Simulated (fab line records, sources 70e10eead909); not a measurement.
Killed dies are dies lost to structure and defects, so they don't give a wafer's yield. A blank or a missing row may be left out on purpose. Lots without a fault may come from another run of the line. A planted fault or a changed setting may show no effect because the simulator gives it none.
Problem report in the 8D (eight disciplines) form, filled by code | flow nand_harc | the parts of the form that need people (team, actions taken, sign-off) are left out

1. THE PROBLEM
run_length_s at NHARC_P_M0_ETCH_34 reads a mean of 54.0 s on 2 wafers of 2 lots; wafers without a fault read 65.3 s with a standard deviation of 0.39. That is -29 standard deviations from the usual mean.
The step: etches the open film in N2/H2, target depth 40 nm, overetch 12 nm, time 43.94 s.
First seen on wafer L834.5, day 8 09:33, on rie_diel-03. The record holds 33 wafers of 11 lots with a number at this step. Rule for "out", or "out of limits": more than 4 standard deviations from the usual mean. The other wafers with a number count as sound.

2. WHAT IT IS AND WHAT IT IS NOT
question                    | is               | is not
which readings at this step | run_length_s     | drypump_motor_current_A, h2_flow_sccm, oes_product_au, rf_vpp_V, showerhead_plenum_p_Torr, throttle_valve_pct
which lots                  | L834, L836       | L824, L825, L828, L832, L837, L841, L843, L844, L845
which wafers of those lots  | L834.5, L836.1   | L834.1, L834.2, L836.5, L836.6
read on which tools         | rie_diel-03      | rie_diel-05, rie_diel-12
when                        | from day 8 09:33 | up to then (14 sound wafers); but 17 sound wafers of L836, L837, L841, L843, L844, L845 came after

3. SUSPECTS, AND WHAT RULES EACH OUT
Counting: a tool at a process step up to the reading stays a suspect if it ran every lot that is out. Sound lots after the first of them don't rule it out here, since some wafers of a struck lot are sound.
- rie_diel-03 at NHARC_P_M0_DESCUM_14 (chemistry O2, time 3 s): kept. It ran every lot that is out, first L834 (day 8 09:25); its last sound lot up to then is L832 (day 8 04:39).
- rie_diel-03 at NHARC_P_M0_ETCH_34 (etches the open film in N2/H2, target depth 40 nm, overetch 12 nm, time 43.94 s): kept. It ran every lot that is out, first L834 (day 8 09:33); its last sound lot up to then is L832 (day 8 04:45). Its own readings are out on those wafers: run_length_s.
- Within rie_diel-03 at NHARC_P_M0_ETCH_34: the wafers that are out ran in chamber 0; their sound lot-mates ran in chambers 1, 2, 3.
Left after counting: rie_diel-03 at NHARC_P_M0_DESCUM_14, rie_diel-03 at NHARC_P_M0_ETCH_34.

4. THE CAUSE (what the simulator had put in)
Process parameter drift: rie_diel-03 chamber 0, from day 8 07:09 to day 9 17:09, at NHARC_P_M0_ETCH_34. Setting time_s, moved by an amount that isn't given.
Counting left 2 suspects, and this tool is among them.

5. THE CHAIN OF EFFECTS, in route order
Each row: a reading whose mean over the struck wafers that have a number lies more than 3 standard deviations from the usual. Only readings for which the record gives a usual standard deviation are gone through. hours: the time from each lot's start at the first step in this table that gives one to its start at this step, as a median over the lots. sigmas: the change in usual standard deviations.
hours | step               | reading      | usual  | on struck wafers | change | sigmas
0     | NHARC_P_M0_ETCH_34 | run_length_s | 65.3 s | 54.0             | -11.3  | -29
The process steps in it:
- NHARC_P_M0_ETCH_34: etches the open film in N2/H2, target depth 40 nm, overetch 12 nm, time 43.94 s.
Later measuring or inspecting steps at which every struck wafer that the step has a row for has a number for every such reading, and none has moved that far: NHARC_P_M1_CD_MEAS_09.

6. WHAT WOULD HAVE CAUGHT IT SOONER
In this record the first reading out of limits was taken at day 8 09:33, 2 hours after the fault began at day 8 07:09.
